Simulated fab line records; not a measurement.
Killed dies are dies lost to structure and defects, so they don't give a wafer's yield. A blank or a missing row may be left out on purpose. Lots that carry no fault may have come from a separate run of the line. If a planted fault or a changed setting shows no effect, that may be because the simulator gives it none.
A struck lot beside a sound one -- flow nand-harc -- 15 out of 1159 route steps
Sound: the wafers L238.2, L238.5, L238.6. Wafers struck: L233.4, L233.5, L233.6. The cause comes at the end.
For every step that has rows: the tool of each side, followed by ch and its chambers, followed by its first start. Under that, the readings that differ: sound wafers -- struck wafers -- difference of the means -- sigmas: that difference in standard deviations of wafers without a fault.
alike: same words and numbers on both sides, and readings whose means sit less than 2 such deviations apart. not compared: any withheld reading, any reading some wafer has no value for, any bound like >300 that may hide the same value, and any number with overlapping values for which the record gives no deviation.
Wherever a step has rows on one side only, a row that says differs or no value, or a row with sigmas, the two part there. Non-overlapping numbers with no deviation appear without sigmas and do not part them. Lack of a reading on every wafer of one side parts them only where that side has two or more wafers.

NHARC_A_CONTACT_INSPECT_44:
  sound on defect-inspect-01 at day 21 05:47; struck on defect-inspect-01 at day 20 03:56
  alike: raw-defect-count
then, 1 step without rows for these wafers: NHARC_A_CONTACT_DESCUM_47 (chemistry O2, time 3 s).
NHARC_A_CONTACT_ETCH_48: etches the open film in CF4, target depth 39 nm, time 65 s.
  sound on rie-diel-02 ch 0,1,2, day 21 05:56; struck on rie-diel-01 ch 0,3, day 20 04:05
  alike: bias-w, cf4-flow-sccm, drypump-motor-current-A, oes-product-au, rf-vpp-V, showerhead-plenum-p-Torr, throttle-valve-pct
  not compared: rf-hours-counter-h
then, 1 step without rows for these wafers: NHARC_A_CONTACT_ETCH_49 (etches the open film in N2/H2, target depth 260 nm, time 475.3 s).
NHARC_A_CONTACT_ETCH_50: etches the open film in CF4/CHF3, target depth 84.7 nm, time 42.4 s.
  sound on rie-diel-02 ch 0,1,3; struck on rie-diel-01 ch 1,2,3
  alike: bias-w, cf4-flow-sccm, drypump-motor-current-A, oes-product-au, rf-vpp-V, showerhead-plenum-p-Torr, throttle-valve-pct
  not compared: rf-hours-counter-h
then, 1 step without rows for these wafers: NHARC_A_CONTACT_ETCH_51 (etches the open film in O2/COS, target depth 3600 nm, time 936 s).
NHARC_A_CONTACT_ETCH_111: etches the open film in C4F8/O2/Ar, time 140 s, target depth 700 nm.
  sound on har-cap-etch-02 ch 0,1, day 21 07:07; struck on har-cap-etch-01 ch 0,1, day 20 05:20
  alike: chamber-pressure-mTorr, oes-air-line-au
  not compared: rf-hours-counter-h
then, 2 steps without rows for these wafers: NHARC_A_CONTACT_ETCH_112 (etches the open film in C4F8/O2/Ar, time 94 s, target depth 922 nm); NHARC_A_CONTACT_ETCH_113 (etches the open film in C4F8/O2/Ar, time 94 s, target depth 922 nm).
NHARC_A_CONTACT_ETCH_114: etches the open film in C4F8/O2/Ar, time 94 s, target depth 922 nm.
  sound on har-cap-etch-02 ch 0,1, day 21 07:29; struck on har-cap-etch-01 ch 0,1, day 20 05:40
  alike: chamber-pressure-mTorr, oes-air-line-au
  not compared: rf-hours-counter-h
then, 2 steps without rows for these wafers: NHARC_A_CONTACT_ETCH_115 (etches the open film in C4F8/O2/Ar, time 94 s, target depth 922 nm); NHARC_A_CONTACT_ETCH_116 (etches the open film in C4F8/O2/Ar, time 94 s, target depth 922 nm).
NHARC_A_CONTACT_ETCH_117: etches the open film in C4F8/O2/Ar, time 94 s, target depth 922 nm.
  sound on har-cap-etch-02 ch 0,1, day 21 07:46; struck on har-cap-etch-01 ch 0,1, day 20 05:56
  no value came back on the struck wafers for chamber-pressure-mTorr (mTorr), oes-air-line-au (a.u.), time-s (s); on the sound wafers chamber-pressure-mTorr (mTorr) reads 19.989 20.012 20.007
  not compared: rf-hours-counter-h
NHARC_A_CONTACT_ETCH_118: etches the open film in C4F8/O2/Ar, time 94 s, target depth 922 nm.
  sound on har-cap-etch-02 ch 0,1, day 21 07:51; struck on har-cap-etch-01 ch 0,1, day 20 06:02
  alike: chamber-pressure-mTorr, oes-air-line-au
  not compared: rf-hours-counter-h
-- record jumps: 4 days between struck wafers' starts before vs after; left off in module A_CONTACT, resumes in module END, first step shown is number 1159 of the route --
NHARC_END_SORT_01:
  the record has rows for the struck wafers here (prober-01 ch 0, day 23 19:07) and none for the sound ones

## WHERE THEY PART
Earliest at NHARC_A_CONTACT_ETCH_117; latest, in this record, at NHARC_END_SORT_01.

WHY: the cause the simulator had injected
Skipped step whole: har-cap-etch-01, from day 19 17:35 on, at NHARC_A_CONTACT_ETCH_117. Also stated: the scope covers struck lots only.
